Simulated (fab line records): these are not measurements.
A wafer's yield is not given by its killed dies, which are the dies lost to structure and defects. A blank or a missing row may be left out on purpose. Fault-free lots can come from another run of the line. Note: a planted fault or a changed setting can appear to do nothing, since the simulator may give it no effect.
What tool caused it? ; flow n5 finfet ; 33 wafers from 11 lots sampled at 3 of the route's 1938 steps

== WHAT EACH GAUGE READ, for each wafer ==
N5_BEOL_M6_CD_MEAS_18: pitch 80 nm, target cd 40 nm. Usual: 40.0 nm for cd nm, sd 0.57.
lot;measured;on;cd nm (nm);flag
L593;day 9 15:00;cd sem-02;40.2 39.3 39.9;
L594;day 9 20:18;cd sem-01;40.0 40.1 39.7;
L597;day 9 23:11;cd sem-03;40.3 39.2 40.0;
L596;day 10 04:05;cd sem-03;40.7 40.5 41.2;
L595;day 10 07:17;cd sem-02;41.1 41.0 40.6;
L598;day 10 10:42;cd sem-03;39.0 39.8 39.3;
L601;day 11 07:27;cd sem-03;39.2 40.0 39.4;
L605;day 12 08:27;cd sem-01;40.0 40.9 39.3;
L612;day 13 18:57;cd sem-01;39.3 39.5 39.0;
L613;day 14 17:04;cd sem-02;39.5 40.5 39.8;
L614;day 14 20:44;cd sem-03;40.0 39.7 40.6;

== WHICH TOOL RAN EACH LOT (tool, then ch and the chambers of the sampled wafers, then the start) ==
lot;N5_BEOL_M6_PECVD_70;N5_BEOL_M6_ETCH_61
L593;pecvd-03 ch 0,2, day 9 12:57;rie diel-06 ch 0,2,3, day 9 14:33
L594;pecvd-03 ch 0,2, day 9 17:56;rie diel-01 ch 0,2,3, day 9 19:52
L597;pecvd-04 ch 0,1,2, day 9 21:10;rie diel-01 ch 0,2,3, day 9 22:31
L596;pecvd-04 ch 0,1, day 10 03:07;rie diel-05 ch 0,1, day 10 03:40
L595;pecvd-01 ch 0,1, day 10 05:33;rie diel-01 ch 1,3, day 10 06:51
L598;pecvd-01 ch 1,2, day 10 09:39;rie diel-01 ch 0,1,3, day 10 10:15
L601;pecvd-03 ch 1,2, day 11 04:26;rie diel-01 ch 0,1, day 11 06:54
L605;pecvd-03 ch 0,1, day 12 05:59;rie diel-01 ch 0,2, day 12 08:02
L612;pecvd-04 ch 0,2, day 13 17:40;rie diel-06 ch 1,3, day 13 18:31
L613;pecvd-01 ch 1,2, day 14 13:19;rie diel-05 ch 0,1, day 14 16:34
L614;pecvd-04 ch 0,1,2, day 14 17:21;rie diel-01 ch 0,2, day 14 20:07
- N5_BEOL_M6_PECVD_70: deposits SiO2 from TEOS/O2, target thk 20 nm, time 22.7 s.
- N5_BEOL_M6_ETCH_61: etches SiARC in CF4, target depth 45.5 nm, time 75.8 s.

== WHAT THE TOOLS THEMSELVES READ (means of the sampled wafers that have a number; where no wafer has one, the mark that the record gives instead) ==
N5_BEOL_M6_PECVD_70. Usual: heater power w 742 W, standard deviation 130; rf fwd power W 444.4 W, standard deviation 2; showerhead plenum p Torr 8.76 Torr, standard deviation 0.064; throttle valve pct 22.4 %, standard deviation 0.94.
lot;tool;heater power w (W);rf fwd power W (W);showerhead plenum p Torr (Torr);throttle valve pct (%);flag
L593;pecvd-03;770;445.1;8.83;21.5;
L594;pecvd-03;630;443.9;8.80;22.7;
L597;pecvd-04;872;441.9;8.72;22.5;
L596;pecvd-04;787;443.5;8.74;22.1;
L595;pecvd-01;678;446.6;8.73;22.8;
L598;pecvd-01;714;445.4;8.78;21.6;
L601;pecvd-03;759;444.0;8.84;21.2;
L605;pecvd-03;610;446.3;8.78;23.2;
L612;pecvd-04;872;443.7;8.70;23.3;
L613;pecvd-01;687;446.1;8.73;22.0;
L614;pecvd-04;848;442.2;8.72;22.7;

N5_BEOL_M6_ETCH_61. Usual: drypump motor current A 5.8 A, standard deviation 0.43; etch rf on time s 76.2 s, standard deviation 1.9; oes product au 0.67 a.u., standard deviation 0.087; rf fwd power W 539.9 W, standard deviation 2.2; rf vpp V 184.1 V, standard deviation 1.2; showerhead plenum p Torr 2.15 Torr, standard deviation 0.068; throttle valve pct 15.61 %, standard deviation 0.25.
lot;tool;drypump motor current A (A);etch rf on time s (s);oes product au (a.u.);rf fwd power W (W);rf vpp V (V);showerhead plenum p Torr (Torr);throttle valve pct (%);flag
L593;rie diel-06;5.8;76.1;0.64;539.3;184.0;2.16;15.68;
L594;rie diel-01;5.7;75.8;0.62;539.5;184.2;2.15;15.58;
L597;rie diel-01;5.7;76.4;0.61;540.2;184.5;2.15;15.58;
L596;rie diel-05;6.2;74.6;0.75;541.0;184.7;2.18;15.74;
L595;rie diel-01;5.6;77.3;0.59;543.2;182.6;2.12;15.78;
L598;rie diel-01;5.6;77.9;0.62;540.8;183.6;2.13;15.68;
L601;rie diel-01;5.9;77.1;0.62;539.5;184.8;2.14;15.80;
L605;rie diel-01;6.0;74.9;0.77;539.8;184.0;2.17;15.27;
L612;rie diel-06;5.7;73.8;0.72;540.6;183.5;2.16;15.65;
L613;rie diel-05;5.7;74.8;0.66;540.5;183.6;2.06;15.88;
L614;rie diel-01;6.1;75.3;0.72;538.4;184.2;2.16;15.31;

== THE ANSWER, worked out from the rows above alone ==
Rule: a lot is off if the mean of its wafers that have a number lies more than 3 standard deviations from the usual mean. A lot without any number at a reading at which 4 lots or more have one is off too. Where the step has rows for the other lots, those lots are counted as sound. Order of review: gauges by route order, followed by the tools' own readings, for which a lot's mean as printed above is used. At the first step where some lot is off, the reading lying furthest off is the one used; lots without a number count as furthest.
None of the lots is off at any reading shown; this tells nothing.

== WHAT HAD BEEN PUT IN BY THE SIMULATOR ==
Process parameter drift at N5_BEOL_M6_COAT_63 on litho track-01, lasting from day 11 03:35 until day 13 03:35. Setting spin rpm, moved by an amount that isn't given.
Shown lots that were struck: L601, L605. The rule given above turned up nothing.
